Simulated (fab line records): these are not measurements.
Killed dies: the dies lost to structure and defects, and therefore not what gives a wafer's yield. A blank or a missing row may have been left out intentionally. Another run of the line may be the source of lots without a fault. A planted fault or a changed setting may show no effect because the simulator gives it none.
fab line records | flow n5_finfet | part 2 of 2: steps 5 to 6 of 6
[record] lots = 24 | wafers = 72 | last_day = 18
route steps=1938 shown WELL_APT@30 PMOS_HMC_CHANNEL_EPI@67 FIN_SAQP@127
lots untouched by any fault: they come from a run of this same line in which no faults occurred
start_h: the number of hours between the record's first day and the start of the first shown wafer of the lot | wait_h: hours elapsed since this lot's preceding step | " same as the row above | L1.1+2: a row that stands for several wafers | - no value, or no start was given | * or withheld: withheld | < > ~ a bound
route shown NAME@n: NAME is a module with steps in the file, n the number in the route of the first one | usual: mean/standard deviation of fault-free wafers | same: alike in all rows | chamber/n: place in a boat | sites: per-site readings | _std_site: standard deviation of those values | _edge_site: inner sites' mean taken away from outer sites' mean | radius_mm: for every site, how far away it sits from the centre of the wafer | mask NAME#n: copy n | behind: the most recent tool/chamber to have shaped the wafer | hold: why the lot was held/for how many hours/how that ended | device: the n, p or np transistor that did not switch | end of line: tests of these same wafers at the route's end | a step with no rows: only its recipe | killed: dies lost to structure and defects at the first sort, not the wafer's yield | map: a wafer's dies, x killed, . not, _ none there
set.NAME: the setting that was run; set.NAME@STEP: the one run at that earlier step | model.NAME: the simulator's own value behind a step, which no gauge read
the route's steps for a sample of lots (tables are steps, rows are wafers)
services: when a tool's chamber went out of use (start_h, in hours from the record's first day, below 0 if earlier), for how many hours, and the reason
[[steps]]
[step N5_PMOS_HMC_CHANNEL_EPI_STRIP_33]
[recipe] chemistry = N2/H2 | power_w = 500 | temp_c = 40 | pressure_mtorr = 50 | rf_frequency_hz = 6e+07 | overash_fraction = 0.3 | bias_power_w = 8 | h2_frac = 0.5 | n2_flow_sccm = 300 | h2_flow_sccm = 300
[usual] drypump_motor_current_A = 5.8/0.33 | oes_product_au = 0.80/0.068 | rf_vpp_V = 54.2/1.6 | showerhead_plenum_p_Torr = 3.36/0.11 | throttle_valve_pct = 19.0/0.39
lot.wafer | tool        | chamber | start_h | wait_h | drypump_motor_current_A | oes_product_au | rf_hours_counter_h | rf_vpp_V | showerhead_plenum_p_Torr | throttle_valve_pct
L074.1    | rie_diel-01 | 0       | 18.64   | 0.0    | 5.8                     | 0.93           | 5                  | 55.5     | 3.45                     | 18.7
L074.4    | "           | 3       | "       | "      | 5.7                     | 0.82           | 98                 | 53.3     | 3.25                     | 19.0
L074.5    | "           | 1       | "       | "      | 5.9                     | 0.76           | -                  | 50.6     | 3.26                     | 19.7
L075.3    | rie_diel-01 | 2       | 24.61   | 0.0    | 6.4                     | 0.76           | 133                | 53.2     | 3.49                     | 19.0
L075.4    | "           | 1       | "       | "      | 5.9                     | 0.76           | 150                | 52.2     | 3.26                     | 19.7
L075.6    | "           | 3       | "       | "      | 5.7                     | 0.81           | -                  | 52.3     | 3.25                     | 19.0
L076.2    | rie_diel-04 | 3       | 29.86   | 0.0    | 5.0                     | 0.82           | 76                 | 54.9     | 3.41                     | 18.4
L076.3    | "           | 1       | "       | "      | 5.7                     | 0.96           | 12                 | 52.3     | 3.29                     | 18.4
L076.5    | "           | 3       | "       | "      | 5.0                     | 0.83           | -                  | 52.1     | 3.41                     | 18.4
L077.2    | rie_diel-04 | 3       | 36.24   | 0.0    | 5.0                     | 0.82           | 78                 | 53.9     | 3.41                     | 18.4
L077.3    | "           | 2       | "       | "      | 6.0                     | 0.74           | 176                | 52.9     | 3.23                     | 19.2
L077.5    | "           | 1       | "       | "      | 5.7                     | 0.98           | -                  | 56.8     | 3.28                     | 18.4
L078.1    | rie_diel-03 | 2       | 41.88   | 0.0    | 5.7                     | 0.80           | 100                | 55.2     | 3.50                     | 18.8
L078.2    | "           | 1       | "       | "      | 5.4                     | 0.86           | 58                 | 54.1     | 3.39                     | 18.5
L078.6    | "           | 3       | "       | "      | 5.9                     | 0.74           | -                  | 54.8     | 3.36                     | 19.1
L079.1    | rie_diel-04 | 2       | 48.31   | 0.0    | 6.1                     | 0.75           | 180                | 53.7     | 3.23                     | 19.2
L079.2    | "           | 1       | "       | "      | 5.7                     | 0.96           | 18                 | 49.9     | 3.28                     | 18.4
L079.5    | "           | 1       | "       | "      | 5.7                     | 0.95           | -                  | 53.0     | 3.28                     | 18.4
L080.2    | rie_diel-04 | 0       | 54.43   | 0.0    | 5.7                     | 0.85           | 66                 | 52.9     | 3.37                     | 18.5
L080.3    | "           | 2       | "       | "      | 6.0                     | 0.74           | 182                | 54.2     | 3.23                     | 19.2
L080.5    | "           | 3       | "       | "      | 5.0                     | 0.81           | -                  | 54.4     | 3.40                     | 18.4
L081.2    | rie_diel-01 | 1       | 60.60   | 0.0    | 6.0                     | 0.75           | 156                | 53.5     | 3.25                     | 19.8
L081.5    | "           | 0       | "       | "      | 5.8                     | 0.90           | -                  | 54.6     | 3.44                     | 18.7
L081.6    | "           | 3       | "       | "      | 5.7                     | 0.79           | -                  | 51.7     | 3.24                     | 19.1
L082.1    | rie_diel-04 | 2       | 65.82   | 0.0    | 6.0                     | 0.74           | 187                | 55.1     | 3.22                     | 19.2
L082.2    | "           | 1       | "       | "      | 5.7                     | 0.94           | 26                 | 52.3     | 3.28                     | 18.4
L082.3    | "           | 0       | "       | "      | 5.8                     | 0.84           | 71                 | 55.5     | 3.37                     | 18.5
L083.4    | rie_diel-04 | 3       | 72.48   | 0.0    | 5.1                     | 0.83           | 90                 | 52.8     | 3.40                     | 18.4
L083.5    | "           | 3       | "       | "      | 5.0                     | 0.81           | -                  | 54.1     | 3.40                     | 18.4
L083.6    | "           | 2       | "       | "      | 6.0                     | 0.74           | -                  | 52.9     | 3.22                     | 19.2
L084.2    | rie_diel-03 | 1       | 77.57   | 0.0    | 5.4                     | 0.85           | 74                 | 52.0     | 3.38                     | 18.6
L084.3    | "           | 0       | "       | "      | 5.7                     | 0.92           | 13                 | 52.1     | 3.57                     | 18.9
L084.4    | "           | 2       | "       | "      | 5.7                     | 0.79           | 115                | 54.3     | 3.49                     | 18.8
L085.4    | rie_diel-01 | 3       | 83.47   | 0.0    | 5.7                     | 0.82           | 111                | 53.9     | 3.24                     | 19.0
L085.5    | "           | 3       | "       | "      | 5.7                     | 0.80           | -                  | 56.8     | 3.24                     | 19.1
L085.6    | "           | 0       | "       | "      | 5.8                     | 0.89           | -                  | 55.5     | 3.44                     | 18.8
L086.2    | rie_diel-01 | 0       | 89.41   | 0.0    | 5.8                     | 0.87           | 25                 | 58.8     | 3.44                     | 18.8
L086.4    | "           | 2       | "       | "      | 6.3                     | 0.76           | 149                | 54.4     | 3.49                     | 19.0
L086.5    | "           | 1       | "       | "      | 6.0                     | 0.74           | -                  | 55.2     | 3.25                     | 19.7
L087.2    | rie_diel-01 | 2       | 95.90   | 0.0    | 6.4                     | 0.75           | 151                | 55.0     | 3.49                     | 19.1
L087.3    | "           | 3       | "       | "      | 5.7                     | 0.80           | 114                | 54.8     | 3.24                     | 19.0
L087.6    | "           | 2       | "       | "      | 6.4                     | 0.75           | -                  | 54.8     | 3.48                     | 19.0
L088.1    | rie_diel-01 | 2       | 102.27  | 0.0    | 6.4                     | 0.74           | 154                | 54.5     | 3.48                     | 19.1
L088.3    | "           | 1       | "       | "      | 5.9                     | 0.74           | 171                | 55.8     | 3.24                     | 19.8
L088.4    | "           | 3       | "       | "      | 5.7                     | 0.78           | 117                | 54.7     | 3.24                     | 19.0
L089.3    | rie_diel-03 | 1       | 107.51  | 0.0    | 5.3                     | 0.84           | 83                 | 53.3     | 3.38                     | 18.6
L089.4    | "           | 0       | "       | "      | 5.7                     | 0.91           | 22                 | 56.2     | 3.56                     | 18.9
L089.5    | "           | 0       | "       | "      | 5.8                     | 0.91           | -                  | 56.5     | 3.56                     | 19.0
L090.3    | rie_diel-01 | 3       | 113.34  | 0.0    | 5.7                     | 0.77           | 120                | 53.7     | 3.23                     | 19.1
L090.4    | "           | 2       | "       | "      | 6.4                     | 0.75           | 158                | 54.9     | 3.48                     | 19.1
L090.6    | "           | 1       | "       | "      | 5.9                     | 0.74           | -                  | 54.5     | 3.24                     | 19.8
L091.2    | rie_diel-01 | 2       | 120.18  | 0.0    | 6.4                     | 0.75           | 160                | 53.0     | 3.48                     | 19.0
L091.4    | "           | 3       | "       | "      | 5.7                     | 0.80           | 122                | 54.3     | 3.23                     | 19.1
L091.5    | "           | 2       | "       | "      | 6.4                     | 0.75           | -                  | 52.6     | 3.48                     | 19.1
L092.1    | rie_diel-03 | 3       | 125.83  | 0.0    | 5.9                     | 0.72           | 198                | 56.2     | 3.35                     | 19.2
L092.4    | "           | 2       | "       | "      | 5.7                     | 0.77           | 129                | 54.5     | 3.49                     | 18.8
L092.6    | "           | 3       | "       | "      | 5.9                     | 0.71           | -                  | 56.4     | 3.35                     | 19.2
L093.1    | rie_diel-01 | 2       | 131.34  | 0.0    | 6.3                     | 0.75           | 163                | 55.5     | 3.48                     | 19.1
L093.2    | "           | 1       | "       | "      | 6.0                     | 0.74           | 180                | 53.2     | 3.24                     | 19.8
L093.6    | "           | 3       | "       | "      | 5.7                     | 0.78           | -                  | 52.6     | 3.23                     | 19.1
L094.2    | rie_diel-03 | 0       | 137.87  | 0.0    | 5.7                     | 0.89           | 31                 | 52.5     | 3.56                     | 19.0
L094.3    | "           | 1       | "       | "      | 5.4                     | 0.84           | 92                 | 55.5     | 3.37                     | 18.6
L094.6    | "           | 3       | "       | "      | 5.9                     | 0.71           | -                  | 54.9     | 3.34                     | 19.2
L095.1    | rie_diel-03 | 0       | 143.72  | 0.0    | 5.7                     | 0.90           | 33                 | 58.1     | 3.56                     | 19.0
L095.3    | "           | 3       | "       | "      | 5.9                     | 0.72           | 204                | 53.3     | 3.34                     | 19.2
L095.5    | "           | 3       | "       | "      | 6.0                     | 0.71           | -                  | 54.9     | 3.34                     | 19.2
L096.1    | rie_diel-01 | 1       | 149.40  | 0.0    | 5.9                     | 0.75           | 185                | 57.2     | 3.24                     | 19.8
L096.2    | "           | 3       | "       | "      | 5.7                     | 0.79           | 131                | 53.8     | 3.23                     | 19.1
L096.5    | "           | 3       | "       | "      | 5.7                     | 0.79           | -                  | 54.7     | 3.23                     | 19.1
L097.1    | rie_diel-04 | 1       | 155.32  | 0.0    | 5.7                     | 0.90           | 53                 | 53.4     | 3.26                     | 18.5
L097.2    | "           | 0       | "       | "      | 5.8                     | 0.81           | 98                 | 53.8     | 3.36                     | 18.6
L097.4    | "           | 0       | "       | "      | 5.8                     | 0.81           | -                  | 52.3     | 3.36                     | 18.6
[step N5_FIN_SAQP_MANDREL1_REMOVE_56]
[recipe] chemistry = HBr/Cl2/O2 | bt_time_s = 10 | target = a-Si | stop_on = SiNx | endpoint = OES-SiCl | over_etch_frac = 1 | icp_w = 600 | bias_w = 22 | HBr_flow_sccm = 150 | Cl2_flow_sccm = 80 | O2_flow_sccm = 5 | pressure_mtorr = 10
[usual] drypump_motor_current_A = 5.5/0.49 | oes_o_777_au = 1.04/0.058 | oes_product_au = 1.003/0.015 | throttle_valve_pct = 36.8/0.54
lot.wafer | tool      | chamber | start_h | wait_h | drypump_motor_current_A | oes_o_777_au | oes_product_au | rf_hours_counter_h | throttle_valve_pct
L074.1    | rie_si-04 | 3       | 25.89   | 0.1    | 5.5                     | 0.91         | 1.008          | 82                 | 37.2
L074.4    | "         | 0       | "       | "      | 5.7                     | 1.01         | 1.001          | 2                  | 36.7
L074.5    | "         | 2       | "       | "      | 5.2                     | 1.06         | 1.007          | -                  | 36.3
L075.3    | rie_si-05 | 0       | 30.75   | 0.1    | 5.8                     | 1.02         | 1.012          | 92                 | 37.0
L075.4    | "         | 1       | "       | "      | 5.3                     | 1.07         | 1.026          | 2                  | 37.1
L075.6    | "         | 0       | "       | "      | 5.9                     | 1.02         | 1.021          | -                  | 36.9
L076.2    | rie_si-03 | 0       | 36.52   | 0.1    | 5.9                     | 0.95         | 0.999          | 22                 | 36.0
L076.3    | "         | 3       | "       | "      | 5.9                     | 1.11         | 0.986          | 6                  | 36.9
L076.5    | "         | 2       | "       | "      | 5.5                     | 1.07         | 1.002          | -                  | 37.7
L077.2    | rie_si-05 | 0       | 42.36   | 0.1    | 5.8                     | 1.01         | 1.010          | 92                 | 37.0
L077.3    | "         | 1       | "       | "      | 5.3                     | 1.07         | 1.024          | 2                  | 37.1
L077.5    | "         | 3       | "       | "      | 5.2                     | 1.13         | 0.992          | -                  | 36.9
L078.1    | rie_si-05 | 0       | 48.24   | 0.1    | 5.8                     | 1.02         | 1.012          | 92                 | 37.0
L078.2    | "         | 1       | "       | "      | 5.3                     | 1.06         | 1.029          | 2                  | 37.1
L078.6    | "         | 3       | "       | "      | 5.2                     | 1.13         | 1.005          | -                  | 36.9
L079.1    | rie_si-05 | 0       | 54.32   | 0.1    | 5.8                     | 1.02         | 1.013          | 92                 | 37.0
L079.2    | "         | 1       | "       | "      | 5.3                     | 1.06         | 1.028          | 2                  | 37.1
L079.5    | "         | 0       | "       | "      | 5.8                     | 1.02         | 1.010          | -                  | 37.0
L080.2    | rie_si-04 | 0       | 60.99   | 0.1    | 5.6                     | 1.00         | 0.999          | 3                  | 36.7
L080.3    | "         | 1       | "       | "      | 6.6                     | 1.03         | 1.008          | 202                | 37.1
L080.5    | "         | 2       | "       | "      | 5.2                     | 1.05         | 1.004          | -                  | 36.3
L081.2    | rie_si-03 | 1       | 66.75   | 0.1    | 4.7                     | 1.03         | 1.008          | 105                | 36.4
L081.5    | "         | 1       | "       | "      | 4.6                     | 1.04         | 1.016          | -                  | 36.4
L081.6    | "         | 0       | "       | "      | 5.9                     | 0.94         | 0.993          | -                  | 36.0
L082.1    | rie_si-03 | 1       | 72.34   | 0.1    | 4.7                     | 1.03         | 1.022          | 105                | 36.4
L082.2    | "         | 0       | "       | "      | 5.9                     | 0.95         | 1.005          | 23                 | 36.0
L082.3    | "         | 2       | "       | "      | 5.5                     | 1.07         | 1.000          | 29                 | 37.7
L083.4    | rie_si-03 | 3       | 78.78   | 0.1    | 5.9                     | 1.10         | 0.978          | 7                  | 36.9
L083.5    | "         | 2       | "       | "      | 5.5                     | 1.07         | 1.004          | -                  | 37.7
L083.6    | "         | 1       | "       | "      | 4.7                     | 1.04         | 1.012          | -                  | 36.4
L084.2    | rie_si-03 | 1       | 84.70   | 0.1    | 4.7                     | 1.03         | 1.018          | 106                | 36.4
L084.3    | "         | 0       | "       | "      | 5.9                     | 0.94         | 0.992          | 23                 | 36.0
L084.4    | "         | 2       | "       | "      | 5.5                     | 1.07         | 0.995          | 30                 | 37.7
L085.4    | rie_si-05 | 0       | 93.14   | 0.0    | 5.8                     | 1.01         | 1.013          | 93                 | 37.0
L085.5    | "         | 0       | "       | "      | 5.9                     | 1.02         | 1.010          | -                  | 37.0
L085.6    | "         | 3       | "       | "      | 5.2                     | 1.13         | 0.998          | -                  | 36.9
L086.2    | rie_si-03 | 0       | 97.04   | 0.1    | 5.9                     | 0.94         | 0.998          | 23                 | 36.0
L086.4    | "         | 1       | "       | "      | 4.7                     | 1.04         | 1.025          | 106                | 36.4
L086.5    | "         | 1       | "       | "      | 4.7                     | 1.04         | 1.019          | -                  | 36.4
L087.2    | rie_si-03 | 2       | 102.49  | 0.1    | 5.5                     | 1.07         | 1.008          | 30                 | 37.7
L087.3    | "         | 3       | "       | "      | 5.9                     | 1.10         | 0.984          | 7                  | 36.9
L087.6    | "         | 2       | "       | "      | 5.5                     | 1.07         | 1.000          | -                  | 37.7
L088.1    | rie_si-03 | 0       | 108.19  | 0.1    | 5.9                     | 0.94         | 1.007          | 23                 | 36.0
L088.3    | "         | 3       | "       | "      | 5.9                     | 1.11         | 0.971          | 7                  | 36.9
L088.4    | "         | 2       | "       | "      | 5.5                     | 1.07         | 1.010          | 30                 | 37.7
L089.3    | rie_si-03 | 2       | 113.59  | 0.1    | 5.5                     | 1.08         | 1.000          | 30                 | 37.7
L089.4    | "         | 0       | "       | "      | 5.9                     | 0.94         | 0.999          | 23                 | 36.0
L089.5    | "         | 3       | "       | "      | 5.9                     | 1.11         | 0.986          | -                  | 36.9
L090.3    | rie_si-03 | 0       | 119.47  | 0.1    | 5.9                     | 0.95         | 1.000          | 24                 | 36.0
L090.4    | "         | 2       | "       | "      | 5.5                     | 1.07         | 1.003          | 30                 | 37.7
L090.6    | "         | 2       | "       | "      | 5.5                     | 1.07         | 1.010          | -                  | 37.7
L091.2    | rie_si-03 | 1       | 128.20  | 0.1    | 4.7                     | 1.03         | 1.023          | 107                | 36.4
L091.4    | "         | 0       | "       | "      | 5.9                     | 0.94         | 1.003          | 24                 | 36.0
L091.5    | "         | 2       | "       | "      | 5.6                     | 1.08         | 0.993          | -                  | 37.7
L092.1    | rie_si-03 | 2       | 133.60  | 0.1    | 5.5                     | 1.07         | 1.000          | 31                 | 37.7
L092.4    | "         | 1       | "       | "      | 4.7                     | 1.04         | 1.013          | 107                | 36.4
L092.6    | "         | 3       | "       | "      | 6.0                     | 1.11         | 0.985          | -                  | 36.9
L093.1    | rie_si-03 | 0       | 140.41  | 0.1    | 6.0                     | 0.94         | 1.001          | 24                 | 36.0
L093.2    | "         | 1       | "       | "      | 4.7                     | 1.03         | 1.021          | 107                | 36.4
L093.6    | "         | 0       | "       | "      | 6.0                     | 0.94         | 1.003          | -                  | 36.0
L094.2    | rie_si-03 | 3       | 143.85  | 0.1    | 5.9                     | 1.10         | 0.986          | 8                  | 36.9
L094.3    | "         | 0       | "       | "      | 5.9                     | 0.95         | 0.989          | 24                 | 36.0
L094.6    | "         | 3       | "       | "      | 5.9                     | 1.10         | 0.984          | -                  | 36.9
L095.1    | rie_si-03 | 3       | 150.30  | 0.1    | 5.9                     | 1.11         | 0.971          | 8                  | 36.9
L095.3    | "         | 0       | "       | "      | 5.9                     | 0.95         | 0.990          | 24                 | 36.0
L095.5    | "         | 1       | "       | "      | 4.6                     | 1.03         | 1.025          | -                  | 36.4
L096.1    | rie_si-03 | 2       | 158.19  | 0.1    | 5.5                     | 1.07         | 1.006          | 31                 | 37.7
L096.2    | "         | 1       | "       | "      | 4.6                     | 1.04         | 1.025          | 107                | 36.4
L096.5    | "         | 2       | "       | "      | 5.5                     | 1.08         | 1.003          | -                  | 37.7
L097.1    | rie_si-04 | 3       | 162.32  | 0.1    | 5.5                     | 0.90         | 1.002          | 85                 | 37.2
L097.2    | "         | 0       | "       | "      | 5.6                     | 1.00         | 1.008          | 5                  | 36.7
L097.4    | "         | 1       | "       | "      | 6.6                     | 1.07         | 1.049          | 1                  | 36.6
[[services]]
tool        | chamber | start_h | hours | kind
rie_diel-01 | -       | -7.14   | 0.5   | repair
rie_diel-01 | 1       | -0.12   | 10.5  | repair
rie_diel-03 | -       | 6.52    | 14.6  | pm
rie_si-04   | -       | 8.86    | 0.3   | repair
rie_diel-05 | 0       | 14.74   | 16.7  | repair
rie_diel-04 | 1       | 17.35   | 5.4   | repair
rie_diel-01 | 1       | 19.96   | 4.4   | repair
rie_diel-06 | -       | 40.82   | 0.8   | repair
rie_diel-01 | -       | 44.12   | 14.6  | pm
rie_diel-05 | -       | 47.18   | 1.8   | repair
rie_diel-04 | 3       | 63.58   | 3.9   | repair
rie_diel-01 | 3       | 74.90   | 5.1   | repair
rie_si-04   | 1       | 81.65   | 14.0  | repair
rie_diel-05 | 2       | 83.03   | -     | clean
rie_diel-05 | 2       | 83.03   | -     | consumable_replace:focus_ring
rie_diel-05 | 2       | 83.03   | -     | consumable_replace:showerhead
rie_diel-05 | 2       | 83.03   | 13.0  | scheduled_down
rie_diel-05 | 2       | 83.03   | 13.0  | vent_cycle
rie_diel-06 | 0       | 93.20   | 17.5  | repair
rie_diel-05 | 2       | 111.68  | 4.3   | repair
rie_si-05   | 3       | 121.11  | 9.0   | repair
rie_diel-05 | 3       | 123.51  | -     | clean
rie_diel-04 | -       | 146.76  | 2.8   | pm
rie_diel-05 | 0       | 153.50  | 6.6   | repair
